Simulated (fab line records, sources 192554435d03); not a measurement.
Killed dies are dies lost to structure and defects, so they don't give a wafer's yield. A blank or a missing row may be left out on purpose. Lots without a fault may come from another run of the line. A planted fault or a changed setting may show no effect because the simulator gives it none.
fab line records | flow n5_finfet | part 2 of 2: steps 28 to 32 of 32
record lots=5 wafers=15 last_day=15
route steps=1938 shown MOL_CONTACT_COAG@547
lots that met no fault: from a run of the same line without faults
start_h: hours from the record's first day to the start of the lot's first wafer shown | wait_h: hours since the lot's step before | " the same as in the row above | L1.1+2: a row that stands for several wafers | - no value, or no start given | * or withheld: withheld | < > ~ a bound
route shown NAME@n: a module of which the file shows steps, and the number in the route of the first | usual: mean/standard deviation of fault-free wafers | same: alike in all rows | chamber/n: place in a boat | sites: the reading at each site | _std_site: their standard deviation | _edge_site: outer sites' mean less inner sites' | radius_mm: how far each site lies from the wafer's centre | mask NAME#n: copy n | behind: the tool/chamber that last shaped the wafer | hold: why the lot was held/for how many hours/how that ended | device: the transistor (n, p or np) that didn't switch | end of line: the same wafers' tests at the end of the route | a step without rows: its recipe alone | killed: dies lost to structure and defects at the first sort, not the wafer's yield | map: a wafer's dies, x killed, . not, _ none there
set.NAME: the setting as run; set.NAME@STEP: as run at that earlier step | model.NAME: the simulator's own value behind a step, which no gauge read
lots at some steps of the route; a table a step, a row a wafer
services: from which hour (start_h, from the record's first day; less than 0 if before it) a tool's chamber was out of use, for how many hours, and why
## steps
# step N5_MOL_CONTACT_COAG_DESCUM_88
# recipe chemistry=O2 time_s=7 source_power_w=50 bias_power_w=20 pressure_mtorr=20 rf_frequency_hz=2.712e+07 temp_c=40 resist=CAR-EUV o2_flow_sccm=225
# usual bias_power_w=20.00/0.053 drypump_motor_current_A=6.0/0.36 oes_product_au=0.79/0.095 rf_vpp_V=243.1/1.3 showerhead_plenum_p_Torr=2.09/0.056 throttle_valve_pct=20.45/0.3
# columns lot.wafer tool chamber start_h wait_h bias_power_w drypump_motor_current_A oes_product_au rf_hours_counter_h rf_vpp_V showerhead_plenum_p_Torr throttle_valve_pct
L074.2 rie_diel-05 2 101.03 0.1 20.01 6.3 0.85 53 240.7 2.04 20.12
L074.3 " 0 " " 20.04 6.0 0.88 45 242.1 2.04 20.10
L074.6 " 0 " " 19.96 6.0 0.87 - 241.2 2.04 20.09
L081.1 rie_diel-04 1 143.00 0.1 20.02 6.0 0.72 172 242.4 2.09 20.43
L081.2 " 0 " " 20.00 5.4 0.67 241 244.0 2.15 20.47
L081.5 " 0 " " 19.99 5.4 0.67 - 245.3 2.15 20.47
L083.1 rie_diel-05 0 153.44 0.0 20.00 6.1 0.84 63 243.9 2.03 20.14
L083.3 " 1 " " 20.02 6.2 0.68 243 242.6 2.07 20.81
L083.6 " 0 " " 19.96 6.0 0.85 - 241.9 2.03 20.14
L084.2 rie_diel-04 1 158.85 0.0 19.99 6.0 0.70 180 242.2 2.09 20.44
L084.3 " 3 " " 20.05 6.4 0.67 241 240.1 1.98 20.90
L084.4 " 1 " " 19.99 6.0 0.71 - 243.9 2.09 20.45
L087.1 rie_diel-05 1 175.54 0.1 20.07 6.2 0.67 250 243.9 2.06 20.82
L087.3 " 3 " " 19.98 6.2 0.71 209 244.5 2.16 20.79
L087.5 " 2 " " 20.04 6.3 0.80 - 241.0 2.03 20.14
# step N5_MOL_CONTACT_COAG_ETCH_89
# recipe chemistry=N2/H2 target=underlayer target_depth_a=130 mask_material=CAR-EUV time_s=10.4 ion_energy_ev=200 pressure_mtorr=30 source_w=840 bias_w=150 n2_flow_sccm=200 h2_flow_sccm=200 ends=cleared
# usual drypump_motor_current_A=6.0/0.36 etch_rf_on_time_s=10.44/0.14 oes_product_au=0.67/0.081 rf_vpp_V=523.8/2.2 showerhead_plenum_p_Torr=2.54/0.069 throttle_valve_pct=17.92/0.3
# columns lot.wafer tool chamber start_h wait_h drypump_motor_current_A etch_rf_on_time_s oes_product_au rf_hours_counter_h rf_vpp_V showerhead_plenum_p_Torr throttle_valve_pct
L074.2 rie_diel-05 2 101.06 0.0 6.3 10.42 0.72 53 520.9 2.48 17.58
L074.3 " 0 " " 6.1 10.40 0.75 45 520.9 2.48 17.64
L074.6 " 0 " " 6.1 10.53 0.74 - 520.8 2.48 17.64
L081.1 rie_diel-04 1 143.04 0.0 6.0 10.37 0.61 172 521.0 2.54 17.90
L081.2 " 0 " " 5.4 10.34 0.58 241 526.7 2.62 17.96
L081.5 " 0 " " 5.4 10.39 0.58 - 526.9 2.62 17.96
L083.1 rie_diel-05 0 153.48 0.0 6.0 10.38 0.72 63 522.9 2.48 17.68
L083.3 " 1 " " 6.2 10.75 0.58 243 523.1 2.50 18.20
L083.6 " 0 " " 6.1 10.40 0.73 - 523.3 2.48 17.68
L084.2 rie_diel-04 1 158.89 0.0 6.0 10.42 0.60 180 521.4 2.54 17.91
L084.3 " 3 " " 6.3 10.81 0.57 241 517.4 2.40 18.23
L084.4 " 1 " " 6.0 10.39 0.60 - 523.9 2.54 17.90
L087.1 rie_diel-05 1 175.57 0.0 6.2 10.77 0.57 250 522.4 2.50 18.21
L087.3 " 3 " " 6.2 10.45 0.60 209 526.0 2.63 18.30
L087.5 " 2 " " 6.3 10.34 0.69 - 522.5 2.47 17.63
# step N5_MOL_CONTACT_COAG_ETCH_90
# recipe chemistry=CF4 target=SiARC target_depth_a=130 mask_material=CAR-EUV time_s=21.7 ion_energy_ev=80 pressure_mtorr=40 source_w=545 bias_w=36 Ar_flow_sccm=100 cf4_flow_sccm=100 ends=cleared
# usual drypump_motor_current_A=6.0/0.36 etch_rf_on_time_s=21.8/0.34 mfc_ar_sccm=100.06/0.3 oes_product_au=0.67/0.081 rf_vpp_V=184.0/1.1 showerhead_plenum_p_Torr=2.14/0.055 throttle_valve_pct=15.6/0.32
# columns lot.wafer tool chamber start_h wait_h drypump_motor_current_A etch_rf_on_time_s mfc_ar_sccm oes_product_au rf_hours_counter_h rf_vpp_V showerhead_plenum_p_Torr throttle_valve_pct
L074.2 rie_diel-05 2 101.08 0.0 6.3 21.3 99.93 0.72 53 184.8 2.10 15.3
L074.3 " 0 " " 6.1 21.9 99.85 0.74 45 184.2 2.09 15.2
L074.6 " 0 " " 6.1 21.7 100.18 0.74 - 183.3 2.09 15.2
L081.1 rie_diel-04 1 143.06 0.0 6.0 21.6 99.61 0.61 173 184.5 2.14 15.6
L081.2 " 0 " " 5.4 22.0 100.31 0.58 241 185.5 2.20 15.7
L081.5 " 0 " " 5.4 21.8 99.83 0.58 - 184.5 2.20 15.7
L083.1 rie_diel-05 0 153.50 0.0 6.1 21.7 100.34 0.73 63 182.6 2.08 15.3
L083.3 " 1 " " 6.2 22.6 100.13 0.58 243 184.8 2.10 16.0
L083.6 " 0 " " 6.0 21.9 100.43 0.72 - 182.8 2.08 15.3
L084.2 rie_diel-04 1 158.91 0.0 6.0 21.5 100.40 0.61 180 184.4 2.13 15.6
L084.3 " 3 " " 6.3 22.5 100.48 0.57 241 182.3 2.03 16.0
L084.4 " 1 " " 6.0 21.5 100.66 0.61 - 183.0 2.13 15.6
L087.1 rie_diel-05 1 175.59 0.0 6.2 22.4 99.60 0.58 250 184.2 2.10 16.0
L087.3 " 3 " " 6.2 21.7 100.35 0.61 209 184.4 2.21 16.0
L087.5 " 2 " " 6.3 21.4 100.15 0.70 - 184.0 2.09 15.4
# step N5_MOL_CONTACT_COAG_ALD_131
# recipe material=SiO2 target_thk_a=50 temp_c=100 ald_precursor_family=BDEAS ald_co_reactant=O2-plasma pulse_time_s=1 co_reactant_pulse_time_s=1 purge_time_s=2 co_reactant_purge_time_s=2 ald_cycles=35 pressure_torr=2
# usual heater_power_w=80/7.9 precursor_pulse_height_rel=1.001/0.021
# same co_reactant_pulse_time_s=1
# columns lot.wafer tool chamber start_h wait_h heater_power_w precursor_pulse_height_rel
L074.2 ald_sin-02 3 101.16 0.1 93 1.005
L074.3 " 1 " " 71 1.018
L074.6 " 2 " " 79 1.001
L081.1 ald_sin-02 1 143.14 0.1 71 1.023
L081.2 " 2 " " 78 1.021
L081.5 " 1 " " 70 0.985
L083.1 ald_sin-02 0 153.58 0.1 77 0.996
L083.3 " 2 " " 79 1.002
L083.6 " 0 " " 78 0.983
L084.2 ald_sin-04 2 158.99 0.1 79 0.989
L084.3 " 1 " " 87 0.960
L084.4 " 0 " " 75 1.008
L087.1 ald_sin-02 1 175.67 0.1 71 1.015
L087.3 " 3 " " 93 0.996
L087.5 " 1 " " 70 0.991
# step N5_MOL_CONTACT_COAG_ETCHBACK_132
# recipe chemistry=CHF3 target=SiO2 target_depth_a=100 time_s=6.7 ion_energy_ev=200 pressure_mtorr=30 source_w=610 bias_w=170 Ar_flow_sccm=200 CHF3_flow_sccm=50
# usual drypump_motor_current_A=6.0/0.4 mfc_ar_sccm=200.0/0.62 oes_product_au=0.79/0.1 rf_vpp_V=525/6.8 showerhead_plenum_p_Torr=2.38/0.061 throttle_valve_pct=18.79/0.28
# columns lot.wafer tool chamber start_h wait_h drypump_motor_current_A mfc_ar_sccm oes_product_au rf_hours_counter_h rf_vpp_V showerhead_plenum_p_Torr throttle_valve_pct
L074.2 rie_diel-03 1 101.34 0.1 6.5 200.2 0.67 241 527 2.34 19.24
L074.3 " 3 " " 6.4 199.4 0.83 78 531 2.41 18.57
L074.6 " 0 " " 5.8 200.0 0.89 - 519 2.42 18.86
L081.1 rie_diel-04 1 143.55 0.3 6.0 200.0 0.72 173 522 2.37 18.68
L081.2 " 2 " " 5.4 199.6 0.67 253 514 2.35 18.74
L081.5 " 1 " " 6.0 199.8 0.71 - 521 2.37 18.67
L083.1 rie_diel-03 1 153.79 0.1 6.5 200.4 0.95 3 525 2.34 18.84
L083.3 " 2 " " 5.5 200.6 0.69 218 535 2.45 19.23
L083.6 " 0 " " 5.7 200.6 0.85 - 520 2.41 18.87
L084.2 rie_diel-05 1 159.17 0.1 6.2 199.9 0.69 245 528 2.35 19.11
L084.3 " 0 " " 6.0 199.8 0.84 65 528 2.32 18.44
L084.4 " 3 " " 6.2 199.7 0.71 202 533 2.46 19.11
L087.1 rie_diel-03 3 175.87 0.1 6.3 199.9 0.82 105 529 2.40 18.60
L087.3 " 0 " " 5.7 198.7 0.86 64 520 2.41 18.91
L087.5 " 0 " " 5.7 199.7 0.86 - 520 2.41 18.92
## services
# columns tool chamber start_h hours kind
cmp-01 - 69.00 8.9 pm
ald_sin-04 - 87.09 0.4 repair
cmp-01 - 90.16 0.3 repair
euv_scanner-01 - 93.67 1.0 pm
rie_diel-04 - 94.95 0.9 repair
euv_scanner-01 - 97.49 12.0 pm
pvd_sputter-03 - 102.19 3.2 repair
ald_sin-04 - 103.29 4.3 pm
cmp-01 - 107.33 3.7 repair
euv_scanner-02 - 109.49 1.0 pm
cmp-04 - 111.68 2.5 repair
euv_scanner-01 - 115.80 0.2 repair
cmp-03 - 126.99 4.0 pm
cmp-03 - 132.59 14.3 pm
ald_sin-04 2 133.92 6.5 repair
ald_sin-04 - 148.08 6.1 pm
euv_scanner-01 - 149.82 1.0 pm
rie_diel-04 0 154.52 2.4 repair
rie_diel-04 0 161.59 5.3 repair
cmp-03 - 162.10 0.6 repair
cmp-04 - 164.33 7.0 pm
rie_diel-03 1 165.50 5.0 repair
ald_sin-04 1 167.78 6.5 repair
wet_bench-06 - 170.09 91.6 repair
